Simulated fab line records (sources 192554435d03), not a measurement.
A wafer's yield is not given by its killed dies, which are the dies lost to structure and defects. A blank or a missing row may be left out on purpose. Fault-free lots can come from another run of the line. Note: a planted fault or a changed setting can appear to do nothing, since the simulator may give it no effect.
Matching of chambers | flow n5-finfet | N5_MOL_CONTACT_COAG_ALD_20 on ald-metal-02: 4 sister chambers
The step deposits TiN, target thk 1.5 nm, pulse time 1 s, purge time 3 s. 4 wafers are shown with their chamber, then 12 later ones without.

WAFERS, EACH WITH ITS CHAMBER
wafer  | chamber | heater-power-w (W)
L081.1 | 0       | 774
L087.1 | 3       | 920
L087.4 | 1       | 645
L087.5 | 2       | 693

WAFERS WHOSE CHAMBER IS MISSING
wafer  | heater-power-w (W)
L088.3 | 903
L088.5 | 713
L088.6 | 901
L092.2 | 685
L092.3 | 754
L092.6 | 639
L093.1 | 940
L093.3 | 647
L093.5 | 945
L094.3 | 708
L094.5 | 710
L094.6 | 759

EACH ONE'S CHAMBER
wafer  | from the rows above     | in truth
L088.3 | 3                       | 3
L088.5 | 2                       | 2
L088.6 | 3                       | 3
L092.2 | can't be placed: 2 or 1 | 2
L092.3 | 0                       | 0
L092.6 | 1                       | 1
L093.1 | 3                       | 3
L093.3 | 1                       | 1
L093.5 | 3                       | 3
L094.3 | 2                       | 2
L094.5 | 2                       | 2
L094.6 | 0                       | 0
Placed correctly: 11 of 12. Unplaceable from these rows: 1, with the true chamber sitting among the candidates in 1. Wrongly placed: 0.
How it was worked out, from the rows above alone: a wafer's distance from a chamber is the root of the sum, over the readings, of the square of ((its reading less the chamber's mean) divided by the reading's scatter). The wafer belongs to the nearest chamber; if the next one is less than 2 further off, it can't be placed. The mean given for a chamber averages the wafers shown for that chamber. The scatter: with one shown wafer a chamber, the root of the mean of the squares of how far each hidden wafer lies from its nearest shown one.
